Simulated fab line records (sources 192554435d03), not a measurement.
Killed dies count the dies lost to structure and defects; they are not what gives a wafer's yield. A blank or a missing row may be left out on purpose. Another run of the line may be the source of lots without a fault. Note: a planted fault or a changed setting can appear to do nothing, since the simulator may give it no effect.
Chamber matching	flow n5 finfet	N5_BEOL_M9_ALD_74 on ald metal-03 has 4 sister chambers
The step deposits TaN, target thk 2 nm, pulse time 2 s, purge time 3 s. 16 wafers are shown with their chamber, then 8 later ones without.

WAFERS PAIRED WITH THEIR CHAMBERS
wafer	chamber	heater power w (W)	chamber pressure Torr (Torr)
L074.2	1	384	2.986
L074.3	0	370	2.998
L074.6	0	377	2.995
L081.1	1	392	3.002
L081.3	0	371	3.000
L081.6	0	368	2.989
L086.3	2	318	3.005
L086.4	3	400	3.010
L086.5	0	373	2.999
L088.3	1	392	3.000
L088.5	1	393	2.993
L088.6	2	325	3.001
L089.1	0	374	3.003
L089.2	1	392	3.005
L089.3	3	401	2.997
L095.2	3	395	3.006

SIGNATURES, as means of the wafers listed above
reading	chamber 0	chamber 1	chamber 2	chamber 3	scatter within a chamber
heater power w	372.17	390.60	321.50	398.67	3.55
chamber pressure Torr	2.99733	2.99720	3.00300	3.00433	0.00612
Rule: a wafer lies at a distance from a chamber equal to the root of the sum of squares, over the readings, of (its reading less the chamber's mean, divided by the reading's scatter). The wafer belongs to the nearest chamber; if the next one is less than 2 further off, it can't be placed. The scatter: the root of (the sum of the squares of (reading less its chamber's mean) over the shown wafers, divided by (wafers less chambers)).

WAFERS MISSING THEIR CHAMBER
wafer	heater power w (W)	chamber pressure Torr (Torr)
L095.3	321	3.003
L095.6	317	2.994
L093.1	366	2.999
L093.3	396	2.992
L093.5	386	2.999
L094.1	370	2.995
L094.4	380	2.992
L094.5	393	3.002

EACH ONE'S CHAMBER
wafer	from the rows above	in truth
L095.3	2	2
L095.6	2	2
L093.1	0	0
L093.3	can't be placed: 1 or 3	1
L093.5	1	1
L094.1	0	0
L094.4	can't be placed: 0 or 1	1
L094.5	can't be placed: 1 or 3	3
Correct placement for 5 of the 8. From these rows, 3 cannot be placed; in 3 the true chamber is one of the candidates. 0 placed wrongly.
